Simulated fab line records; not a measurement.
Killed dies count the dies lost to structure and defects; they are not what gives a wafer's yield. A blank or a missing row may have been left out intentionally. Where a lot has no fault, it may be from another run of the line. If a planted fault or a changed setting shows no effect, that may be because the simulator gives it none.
Chamber matching / flow n5-finfet / N5_BEOL_M6_DESCUM_16 on rie-diel-05 has 4 sister chambers
The step chemistry O2, time 7.9 s. 4 wafers are shown with their chamber, then 8 later ones without.

WAFERS PAIRED WITH THEIR CHAMBERS
wafer=L090.4; chamber=3; showerhead-plenum-p-Torr (Torr)=2.09
wafer=L092.1; chamber=2; showerhead-plenum-p-Torr (Torr)=2.13
wafer=L092.6; chamber=0; showerhead-plenum-p-Torr (Torr)=1.99
wafer=L093.1; chamber=1; showerhead-plenum-p-Torr (Torr)=2.14

WAFERS MISSING THEIR CHAMBER
wafer=L093.3; showerhead-plenum-p-Torr (Torr)=1.99
wafer=L093.4; showerhead-plenum-p-Torr (Torr)=2.09
wafer=L095.4; showerhead-plenum-p-Torr (Torr)=2.13
wafer=L095.5; showerhead-plenum-p-Torr (Torr)=2.13
wafer=L095.6; showerhead-plenum-p-Torr (Torr)=2.13
wafer=L096.4; showerhead-plenum-p-Torr (Torr)=2.13
wafer=L096.5; showerhead-plenum-p-Torr (Torr)=1.98
wafer=L096.6; showerhead-plenum-p-Torr (Torr)=2.09

CHAMBER TAKEN BY EACH
wafer=L093.3; from the rows above=0; in truth=0
wafer=L093.4; from the rows above=3; in truth=3
wafer=L095.4; from the rows above=2; in truth=2
wafer=L095.5; from the rows above=2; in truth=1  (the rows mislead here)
wafer=L095.6; from the rows above=2; in truth=2
wafer=L096.4; from the rows above=2; in truth=2
wafer=L096.5; from the rows above=0; in truth=0
wafer=L096.6; from the rows above=3; in truth=3
Correctly placed: 7 of 8. From these rows, 0 cannot be placed. Placed wrongly: 1.
How it was worked out, from the rows above alone: a wafer's distance from a chamber is the root of the sum, over the readings, of the square of ((its reading less the chamber's mean) divided by the reading's scatter). If the next closest chamber is less than 2 further off than the closest, the wafer can't be placed; otherwise it belongs to the closest. The mean given for a chamber averages the wafers shown for that chamber. The scatter: root of mean squared gap, hidden wafer to nearest shown wafer, with one shown wafer a chamber.
